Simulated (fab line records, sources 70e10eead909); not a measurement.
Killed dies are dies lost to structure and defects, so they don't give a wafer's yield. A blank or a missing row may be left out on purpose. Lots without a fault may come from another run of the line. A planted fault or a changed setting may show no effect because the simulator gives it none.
Chamber matching | flow nand_harc | NHARC_P_BONDPAD_STRIP_15 on rie_diel-11: 4 sister chambers
The step strips in O2. 4 wafers are shown with their chamber, then 9 later ones without.

WAFERS WITH THEIR CHAMBER
wafer  | chamber | showerhead_plenum_p_Torr (Torr)
L079.4 | 3       | 3.75
L080.2 | 0       | 3.65
L083.2 | 2       | 3.79
L083.5 | 1       | 3.41

WAFERS WITHOUT THEIR CHAMBER
wafer  | showerhead_plenum_p_Torr (Torr)
L085.1 | 3.65
L085.3 | 3.75
L085.6 | 3.65
L086.2 | 3.75
L086.4 | 3.41
L086.6 | 3.41
L090.1 | 3.64
L090.2 | 3.41
L090.3 | 3.75

WHICH CHAMBER EACH WENT THROUGH
wafer  | from the rows above | in truth
L085.1 | 0                   | 0
L085.3 | 3                   | 3
L085.6 | 0                   | 0
L086.2 | 3                   | 3
L086.4 | 1                   | 1
L086.6 | 1                   | 1
L090.1 | 0                   | 0
L090.2 | 1                   | 1
L090.3 | 3                   | 3
Placed correctly: 9 of 9. Can't be placed from these rows: 0. Placed wrongly: 0.
How it was worked out, from the rows above alone: a wafer's distance from a chamber is the root of the sum, over the readings, of the square of ((its reading less the chamber's mean) divided by the reading's scatter). The wafer belongs to the nearest chamber; if the next one is less than 2 further off, it can't be placed. A chamber's mean is the mean of its shown wafers. The scatter: with one shown wafer a chamber, the root of the mean of the squares of how far each hidden wafer lies from its nearest shown one.
